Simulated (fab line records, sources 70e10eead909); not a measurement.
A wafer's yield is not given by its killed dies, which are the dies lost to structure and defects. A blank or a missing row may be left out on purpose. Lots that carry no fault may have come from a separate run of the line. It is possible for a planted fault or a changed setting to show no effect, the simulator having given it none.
Which tool is to blame? ; flow nand-harc ; 15 lots with 42 wafers sampled at 5 steps, on a route of 1302 steps

## WHAT THE GAUGES SHOWED, per wafer
NHARC_A_CONTACT_CD_MEAS_53.
lot;measured;on;cd-nm (nm)
L861;day 22 01:29;cd-sem-01;290.2 291.0 290.3
L859;day 22 02:46;cd-sem-01;290.5 289.6 290.0
L860;day 22 11:47;cd-sem-03;289.0 289.9 289.3
L862;day 22 16:13;cd-sem-03;289.9 290.3 290.1
L863;day 23 01:49;cd-sem-01;290.4 290.5 290.1
L866;day 25 01:32;cd-sem-01;289.9 290.4 289.9
L871;day 26 06:49;cd-sem-03;290.2 289.7
L872;day 26 15:00;cd-sem-02;289.6 288.9
L873;day 27 14:25;cd-sem-01;291.2 290.4
L874;day 27 20:04;cd-sem-01;290.2 289.9 290.6
L878;day 29 11:09;cd-sem-01;288.6 289.1 289.1
L879;day 29 17:41;cd-sem-03;289.5 289.9 289.2
L881;day 30 09:25;cd-sem-03;289.6 289.2 290.2
L880;day 30 12:10;cd-sem-03;288.7 288.9 288.7
L882;day 31 02:40;cd-sem-02;289.1 288.9 289.3

NHARC_END_SORT_01.
lot;measured;on;killed-at-array;killed-at-other;killed-at-periphery;killed-dies;killed-open;killed-short
L861;day 24 19:14;prober-02;79 74 77;2 0 1;3 5 1;84 79 79;4 2 2;0 5 4
L859;day 24 19:12;prober-01;30 34 18;0 0 0;2 6 6;32 40 24;4 5 1;4 6 2
L860;day 25 14:29;prober-02;46 41 39;0 1 0;2 5 5;48 47 44;4 2 5;2 1 4
L862;day 25 07:27;prober-01;46 50 59;0 1 2;4 3 2;50 54 63;2 4 4;1 2 4
L863;day 25 16:00;prober-01;67 69 100;0 0 1;6 4 4;73 73 105;3 4 3;0 2 1
L866;day 27 21:37;prober-02;88 80 82;0 0 0;0 2 10;88 82 92;2 3 5;2 2 2
L871;day 29 03:23;prober-01;39 40;2 1;0 3;41 44;3 3;3 0
L872;day 29 12:03;prober-01;55 60;0 0;4 4;59 64;5 2;3 2
L873;day 30 06:41;prober-02;44 43;0 0;6 4;50 47;5 4;0 3
L874;day 30 14:07;prober-01;44 47 37;0 0 0;7 1 2;51 48 39;2 2 2;3 1 3
L878;day 32 07:13;prober-01;66 82 82;2 2 2;2 2 1;70 86 85;2 2 2;1 3 3
L879;day 32 18:13;prober-01;27 27 44;0 0 0;2 5 3;29 32 47;1 3 6;0 2 4
L881;day 33 05:57;prober-02;66 77 63;0 0 0;3 0 3;69 77 66;1 7 2;1 4 3
L880;day 33 06:01;prober-01;52 36 56;2 2 2;3 8 8;57 46 66;3 2 3;2 2 5
L882;day 33 23:45;prober-02;38 31 35;0 1 0;2 3 3;40 35 38;1 3 4;4 2 2

## WHAT TOOL EACH LOT RAN ON (gives the tool, then ch and the chambers of the sampled wafers, and finally the start)
lot;NHARC_A_CONTACT_ETCH_115;NHARC_A_CONTACT_ETCH_118;NHARC_A_CONTACT_SOFTBAKE_64
L861;har-cap-etch-02 ch 0,1, day 21 22:56;har-cap-etch-02 ch 0,1, day 21 23:26;litho-track-06 ch 0, day 22 06:00
L859;har-cap-etch-03 ch 0,1, day 22 00:12;har-cap-etch-03 ch 0,1, day 22 00:43;litho-track-06 ch 0, day 22 07:00
L860;har-cap-etch-02 ch 0,1, day 22 09:15;har-cap-etch-02 ch 0,1, day 22 09:46;litho-track-04 ch 0, day 22 16:00
L862;har-cap-etch-02 ch 0,1, day 22 13:43;har-cap-etch-02 ch 0,1, day 22 14:14;litho-track-06 ch 0, day 22 21:00
L863;har-cap-etch-01 ch 0,1, day 22 23:17;har-cap-etch-01 ch 0,1, day 22 23:48;litho-track-01 ch 0, day 23 06:00
L866;har-cap-etch-02 ch 0,1, day 24 23:01;har-cap-etch-02 ch 0,1, day 24 23:32;litho-track-04 ch 0, day 25 06:00
L871;har-cap-etch-03 ch 0,1, day 26 04:17;har-cap-etch-03 ch 0,1, day 26 04:47;litho-track-06 ch 0, day 26 14:00
L872;har-cap-etch-03 ch 1, day 26 12:29;har-cap-etch-03 ch 1, day 26 13:00;litho-track-06 ch 0, day 26 21:00
L873;har-cap-etch-03 ch 0,1, day 27 11:55;har-cap-etch-03 ch 0,1, day 27 12:26;litho-track-06 ch 0, day 27 19:00
L874;har-cap-etch-01 ch 0,1, day 27 17:31;har-cap-etch-01 ch 0,1, day 27 18:01;litho-track-04 ch 0, day 28 00:00
L878;har-cap-etch-02 ch 0,1, day 29 08:37;har-cap-etch-02 ch 0,1, day 29 09:08;litho-track-01 ch 0, day 29 16:00
L879;har-cap-etch-03 ch 0,1, day 29 15:08;har-cap-etch-03 ch 0,1, day 29 15:38;litho-track-04 ch 0, day 30 01:00
L881;har-cap-etch-02 ch 0,1, day 30 06:52;har-cap-etch-02 ch 0,1, day 30 07:23;litho-track-01 ch 0, day 30 13:00
L880;har-cap-etch-01 ch 0,1, day 30 09:38;har-cap-etch-01 ch 0,1, day 30 10:08;litho-track-04 ch 0, day 30 16:00
L882;har-cap-etch-03 ch 0,1, day 31 00:07;har-cap-etch-03 ch 0,1, day 31 00:38;litho-track-06 ch 0, day 31 07:00
- NHARC_A_CONTACT_ETCH_115: etches the open film in C4F8/O2/Ar, time 190 s, target depth 1850 nm.
- NHARC_A_CONTACT_ETCH_118: etches the open film in C4F8/O2/Ar, time 190 s, target depth 1850 nm.
- NHARC_A_CONTACT_SOFTBAKE_64: time 55 s.

## AS READ BY THE TOOLS THEMSELVES (means over the sampled wafers that have a number; for cases with no such wafer, the mark the record gives instead)
NHARC_A_CONTACT_SOFTBAKE_64.
lot;tool;heater-power-total-W (W)
L861;litho-track-06;188.40
L859;litho-track-06;188.43
L860;litho-track-04;188.50
L862;litho-track-06;188.37
L863;litho-track-01;188.55
L866;litho-track-04;188.44
L871;litho-track-06;255.88
L872;litho-track-06;255.71
L873;litho-track-06;255.79
L874;litho-track-04;188.52
L878;litho-track-01;188.47
L879;litho-track-04;188.34
L881;litho-track-01;188.58
L880;litho-track-04;188.37
L882;litho-track-06;188.56

## THE ANSWER, worked out from the rows above alone
Rule: what is usual is taken from the lots themselves. Put in order of their means at a reading, lots are off if they are a third of the lots or fewer, leave a main group of 4 or more, and stand apart from it by a gap of 3 or more times the standard deviation of the main group's means; of several such gaps the widest counts. A main group whose means are all the same, to the digits that the tables above print for the reading, isn't used. Also off: a lot with no number at a reading for which 4 or more lots have one. Where the step has rows for the other lots, those lots are counted as sound. The gauges are gone through in route order, then the tools' own readings, and for those a lot's mean is taken as printed above. The first step at which some lot is off is used, and at that step the reading that is off furthest; a lot without a number counts as furthest.
Off, at NHARC_A_CONTACT_SOFTBAKE_64 on heater-power-total-W: L871, L872, L873. Main group: mean 188.46 W, sd 0.078.
A tool fits if, at that step or a process step before it, it ran every lot that is off, and no sound lot after the first of them. Not one of the candidates tried fits.

## WHAT HAD BEEN PUT IN BY THE SIMULATOR
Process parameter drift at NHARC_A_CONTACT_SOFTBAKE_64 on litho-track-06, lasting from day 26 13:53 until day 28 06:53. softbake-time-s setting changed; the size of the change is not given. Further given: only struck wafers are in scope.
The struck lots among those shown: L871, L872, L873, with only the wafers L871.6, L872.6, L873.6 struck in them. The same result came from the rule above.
